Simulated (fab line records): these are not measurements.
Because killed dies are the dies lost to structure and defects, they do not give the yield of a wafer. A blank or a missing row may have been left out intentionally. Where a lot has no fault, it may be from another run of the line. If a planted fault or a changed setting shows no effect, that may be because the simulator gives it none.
Matching of chambers -- flow n5Finfet -- rieDiel-03 running N5_BEOL_M10_ETCH_65: 4 sister chambers
The step etches SiARC in CF4, target depth 39 nm, time 65 s. 8 wafers are shown with their chamber, then 10 later ones without.

EACH WAFER AND ITS CHAMBER
wafer,chamber,drypumpMotorCurrentA (A),showerheadPlenumPTorr (Torr)
L081.1,3,5.4,2.12
L080.2,3,5.3,2.12
L086.6,0,5.5,2.26
L090.1,0,5.5,2.25
L090.4,2,5.2,2.05
L090.5,1,6.0,2.06
L091.2,1,6.0,2.06
L091.3,2,5.2,2.05

WAFERS MISSING THEIR CHAMBER
wafer,drypumpMotorCurrentA (A),showerheadPlenumPTorr (Torr)
L091.5,5.2,2.05
L094.2,5.4,2.11
L094.4,5.2,2.05
L094.5,5.5,2.25
L095.2,6.0,2.06
L095.3,5.4,2.11
L095.4,5.5,2.25
L096.2,5.5,2.25
L096.3,5.3,2.11
L096.6,6.1,2.06

CHAMBER TAKEN BY EACH
wafer,from the rows above,in truth
L091.5,2,2
L094.2,3,3
L094.4,2,2
L094.5,0,0
L095.2,1,1
L095.3,3,3
L095.4,0,0
L096.2,0,0
L096.3,3,3
L096.6,1,1
Placed correctly: 10 of 10. Left unplaced by these rows: 0. 0 placed wrongly.
How it was worked out, from the rows above alone: a wafer's distance from a chamber is the root of the sum, over the readings, of the square of ((its reading less the chamber's mean) divided by the reading's scatter). The wafer belongs to the nearest chamber; if the next one is less than 2 further off, it can't be placed. For every chamber, the mean is computed from those of its wafers that are shown. The scatter is the square root of a quotient: the sum, over the shown wafers, of each reading's squared deviation from its chamber's mean, divided by wafers minus chambers.
